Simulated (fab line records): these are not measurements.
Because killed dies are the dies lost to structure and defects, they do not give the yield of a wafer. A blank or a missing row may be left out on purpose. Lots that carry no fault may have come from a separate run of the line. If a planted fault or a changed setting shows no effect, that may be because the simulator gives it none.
Which tool was responsible? ; flow nand harc ; 14 lots with 42 wafers sampled at 5 steps, on a route of 1302 steps

WHAT EACH GAUGE READ, for each wafer
NHARC_END_SORT_01. Usual: killed at array 59, standard deviation 16; killed at other 0.8, standard deviation 1.1; killed at periphery 3.6, standard deviation 2.4; killed dies 64, standard deviation 16; killed open 3.4, standard deviation 1.8; killed short 2.5, standard deviation 1.6.
lot;measured;on;killed at array;killed at other;killed at periphery;killed dies;killed open;killed short;flag
L228;day 29 10:19;prober-01;82 67 74;1 0 0;67 31 63;150 98 137;2 3 4;3 2 3;OFF
L229;day 29 18:07;prober-01;19 37 39;0 1 0;74 30 29;93 68 68;0 4 2;1 1 5;OFF

EACH LOT AND THE TOOL THAT RAN IT (in order: tool; ch and the chambers of the sampled wafers; start)
lot;NHARC_P_M2_PRE_CLEAN_32;NHARC_THIN_TSV_ETCH_15;NHARC_THIN_TSV_STRIP_45;NHARC_THIN_TSV_STRIP_56
L220;pecvd-04 ch 0,2, day 7 14:26;rie si-03 ch 0,1,2, day 24 18:06;plasma asher-01 ch 0,1, day 24 18:19;plasma asher-02 ch 0,1, day 25 00:16
L221;pecvd-02 ch 0,2, day 8 04:14;rie si-06 ch 1,2,3, day 25 04:22;plasma asher-02 ch 0,1, day 25 04:34;plasma asher-02 ch 0,1, day 25 10:10
L223;pecvd-04 ch 1,2, day 8 22:47;rie si-06 ch 0,1,3, day 26 00:26;plasma asher-01 ch 0,1, day 26 00:40;plasma asher-01 ch 0,1, day 26 06:13
L222;pecvd-02 ch 0,1,2, day 8 23:41;rie si-03 ch 2,3, day 25 23:14;plasma asher-02 ch 0,1, day 25 23:26;plasma asher-01 ch 0,1, day 26 05:04
L225;pecvd-04 ch 0,1, day 10 12:23;rie si-02 ch 0,1,3, day 27 19:56;plasma asher-02 ch 0,1, day 27 20:11;plasma asher-01 ch 0,1, day 28 01:52
L228;pecvd-02 ch 0,1, day 11 07:47;rie si-06 ch 0,3, day 28 17:32;plasma asher-02 ch 0,1, day 28 17:46;plasma asher-02 ch 0,1, day 28 23:23
L229;pecvd-02 ch 0,1, day 11 11:06;rie si-06 ch 0,3, day 28 22:52;plasma asher-02 ch 0,1, day 28 23:05;plasma asher-01 ch 0,1, day 29 04:33
L233;pecvd-03 ch 0,1, day 13 11:04;rie si-02 ch 0,2,3, day 30 23:20;plasma asher-02 ch 0,1, day 30 23:32;plasma asher-01 ch 0, day 31 05:12
L234;pecvd-04 ch 0,2, day 13 14:38;rie si-02 ch 1,2, day 30 14:50;plasma asher-02 ch 0,1, day 30 15:07;plasma asher-02 ch 0,1, day 30 20:46
L235;pecvd-03 ch 0,2, day 13 20:20;rie si-03 ch 0,3, day 31 05:18;plasma asher-02 ch 0,1, day 31 05:31;plasma asher-01 ch 0,1, day 31 10:57
L236;pecvd-02 ch 0,1,2, day 14 09:42;rie si-06 ch 0,1,2, day 31 19:04;plasma asher-01 ch 0,1, day 31 19:17;plasma asher-02 ch 0,1, day 32 00:54
L237;pecvd-02 ch 1,2, day 14 17:14;rie si-02 ch 0,1, day 32 04:16;plasma asher-02 ch 0,1, day 32 04:29;plasma asher-01 ch 1, day 32 10:04
L238;pecvd-02 ch 0,2, day 15 04:26;rie si-06 ch 1,2, day 32 20:52;plasma asher-01 ch 0,1, day 32 21:11;plasma asher-02 ch 0,1, day 33 02:36
L240;pecvd-03 ch 1,2, day 16 04:49;rie si-02 ch 0,2,3, day 33 06:21;plasma asher-02 ch 0,1, day 33 06:33;plasma asher-01 ch 0,1, day 33 12:29
- NHARC_P_M2_PRE_CLEAN_32: time 12 s.
- NHARC_THIN_TSV_ETCH_15: target depth 3000 nm, bosch target overetch cycles 2, bosch etch step 2.8 s.
- NHARC_THIN_TSV_STRIP_45: strips in O2.
- NHARC_THIN_TSV_STRIP_56: strips in O2.

WHAT THE TOOLS THEMSELVES READ (means of the sampled wafers that have a number; where no wafer has one, the mark that the record gives instead)
NHARC_P_M2_PRE_CLEAN_32. Usual: heater power w at 676 W, with a standard deviation of 72.
lot;tool;heater power w (W);flag
L220;pecvd-04;720;
L221;pecvd-02;631;
L223;pecvd-04;630;
L222;pecvd-02;696;
L225;pecvd-04;673;
L228;pecvd-02;727;
L229;pecvd-02;737;
L233;pecvd-03;712;
L234;pecvd-04;715;
L235;pecvd-03;645;
L236;pecvd-02;683;
L237;pecvd-02;652;
L238;pecvd-02;612;
L240;pecvd-03;614;

NHARC_THIN_TSV_ETCH_15. Usual: drypump motor current A at 5.6 A, with a standard deviation of 0.49.
lot;tool;drypump motor current A (A);flag
L220;rie si-03;6.0;
L221;rie si-06;5.6;
L223;rie si-06;5.8;
L222;rie si-03;5.5;
L225;rie si-02;5.4;
L228;rie si-06;5.4;
L229;rie si-06;5.5;
L233;rie si-02;5.2;
L234;rie si-02;5.9;
L235;rie si-03;5.8;
L236;rie si-06;5.9;
L237;rie si-02;5.8;
L238;rie si-06;5.6;
L240;rie si-02;5.2;

NHARC_THIN_TSV_STRIP_45. Usual: drypump motor current A 6.0 A, standard deviation 0.4; heater power w 336 W, standard deviation 23.
lot;tool;drypump motor current A (A);heater power w (W);flag
L220;plasma asher-01;5.7;327;
L221;plasma asher-02;6.1;330;
L223;plasma asher-01;5.7;341;
L222;plasma asher-02;6.1;327;
L225;plasma asher-02;6.2;330;
L228;plasma asher-02;6.4;345;
L229;plasma asher-02;6.2;329;
L233;plasma asher-02;6.4;337;
L234;plasma asher-02;6.4;344;
L235;plasma asher-02;6.1;330;
L236;plasma asher-01;5.6;348;
L237;plasma asher-02;6.4;344;
L238;plasma asher-01;5.7;345;
L240;plasma asher-02;6.1;324;

NHARC_THIN_TSV_STRIP_56. Usual: drypump motor current A 6.0 A, standard deviation 0.39; heater power w 335 W, standard deviation 26.
lot;tool;drypump motor current A (A);heater power w (W);flag
L220;plasma asher-02;6.4;348;
L221;plasma asher-02;6.2;325;
L223;plasma asher-01;5.7;328;
L222;plasma asher-01;5.7;338;
L225;plasma asher-01;5.7;321;
L228;plasma asher-02;6.2;328;
L229;plasma asher-01;5.7;340;
L233;plasma asher-01;5.7;295;
L234;plasma asher-02;6.4;337;
L235;plasma asher-01;5.7;320;
L236;plasma asher-02;6.1;332;
L237;plasma asher-01;5.7;372;
L238;plasma asher-02;6.1;332;
L240;plasma asher-01;5.7;350;

THE ANSWER, worked out from the rows above alone
Rule: lot off if the mean of its wafers having a number is beyond 3 standard deviations from the usual mean. Also off: a lot with no number at a reading for which 4 or more lots have one. The other lots that the step has rows for count as sound. The gauges are gone through in route order, then the tools' own readings, and for those a lot's mean is taken as printed above. The first step at which some lot is off is used, and at that step the reading that is off furthest; a lot without a number counts as furthest.
Off at NHARC_END_SORT_01 (killed at periphery): L228, L229. Neither off nor sound, because the step has no rows for them: L220, L221, L223, L222, L225, L233, L234, L235, L236, L237, L238, L240.
A tool fits if, at a process step before that reading, it ran every lot that is off, and no sound lot after the first of them. Gauges at NHARC_END_SORT_01: tried the same way as those tools. Can't be told from this: 4 tools fit, pecvd-02 at NHARC_P_M2_PRE_CLEAN_32, rie si-06 at NHARC_THIN_TSV_ETCH_15, plasma asher-02 at NHARC_THIN_TSV_STRIP_45, prober-01 at NHARC_END_SORT_01.

WHAT WAS PUT IN BY THE SIMULATOR
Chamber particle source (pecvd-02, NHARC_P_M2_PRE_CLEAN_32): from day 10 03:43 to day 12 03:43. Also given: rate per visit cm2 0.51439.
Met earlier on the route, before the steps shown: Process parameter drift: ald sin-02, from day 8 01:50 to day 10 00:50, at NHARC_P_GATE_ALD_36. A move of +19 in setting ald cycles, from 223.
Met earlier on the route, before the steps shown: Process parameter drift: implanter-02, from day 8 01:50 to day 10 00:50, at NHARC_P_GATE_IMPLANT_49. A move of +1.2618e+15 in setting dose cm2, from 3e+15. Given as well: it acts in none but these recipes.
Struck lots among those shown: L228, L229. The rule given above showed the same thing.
